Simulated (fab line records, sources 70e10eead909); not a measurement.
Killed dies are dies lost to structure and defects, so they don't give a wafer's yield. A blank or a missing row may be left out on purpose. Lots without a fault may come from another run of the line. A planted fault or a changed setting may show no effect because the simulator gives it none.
One fault seen from 2 desks | flow nand_harc | each desk has only its own numbers; what lay behind them comes last

THE METROLOGY DESK
What the gauges read, lot by lot, whatever tool the lot ran on: means of the sampled wafers that have a number. A lot is out of limits, marked OUT, if its mean lies more than 4 standard deviations from the usual mean; the brackets give that distance.
Columns: A = thk_nm at NHARC_A_ONON_D1_THK_MEAS_18, usual 996 nm; B = cd_nm at NHARC_A_CHANNEL_HOLE_D1_CD_MEAS_10, usual 99.9 nm
lot  | first seen here | A              | B
L592 | day 7 11:17     | 1006           | 99.9
L593 | day 8 09:52     | 985            | 99.6
L594 | day 8 09:53     | 992            | 99.7
L596 | day 8 19:51     | 987            | 99.5
L597 | day 9 02:49     | 1004           | 99.6
L599 | day 9 18:22     | 1000           | 99.4
L598 | day 9 18:23     | 998            | 99.8
L601 | day 10 09:17    | 984            | 99.7
L609 | day 12 13:43    | 1552 (+59) OUT | -
L612 | day 12 20:37    | 972            | 100.6
L611 | day 12 20:37    | 1555 (+59) OUT | -
L614 | day 13 03:43    | 1001           | 100.4
L615 | day 13 22:38    | 1011           | 100.1
This desk's finding: out of limits on L609, L611; first on L609, day 12 13:43 (thk_nm at NHARC_A_ONON_D1_THK_MEAS_18). In limits: L592, L593, L594, L596, L597, L599, L598, L601, L612, L614, L615.

THE TOOL OWNER'S DESK: pecvd_onon-04
The tool's own readings at NHARC_A_ONON_D1_DEP_16 (target thk 1000 nm): means of the sampled wafers that have a number, for each lot that ran on this tool. A lot is out of limits, marked OUT, if its mean lies more than 4 standard deviations from the usual mean; the brackets give that distance.
Columns: A = n2_flow_sccm at NHARC_A_ONON_D1_DEP_16, usual 2748 sccm; B = nh3_flow_sccm at NHARC_A_ONON_D1_DEP_16, usual 500.1 sccm
lot  | first seen here | A    | B
L592 | day 7 10:46     | 2746 | 500.8
L593 | day 8 09:25     | 2754 | 500.5
L597 | day 9 02:29     | 2755 | 501.2
L609 | day 12 13:11    | 2747 | 500.0
L611 | day 12 20:07    | 2755 | 501.5
This desk's finding: nothing out of limits on any of the 5 lots.

PUT TOGETHER
The metrology desk could have raised an alarm at day 12 13:43, on L609, L611.
The tool owner's desk saw nothing out of limits.
The tool owner's desk has L609, L611 on record, within its limits.
Of the lots named, all ran NHARC_A_ONON_D1_DEP_16 on pecvd_onon-04.

WHAT THE SIMULATOR HAD PUT IN
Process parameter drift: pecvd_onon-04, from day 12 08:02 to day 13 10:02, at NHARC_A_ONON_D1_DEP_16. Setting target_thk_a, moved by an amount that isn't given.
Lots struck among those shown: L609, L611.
Hours from the fault's start to each desk's first reading out of limits: the metrology desk, 6.
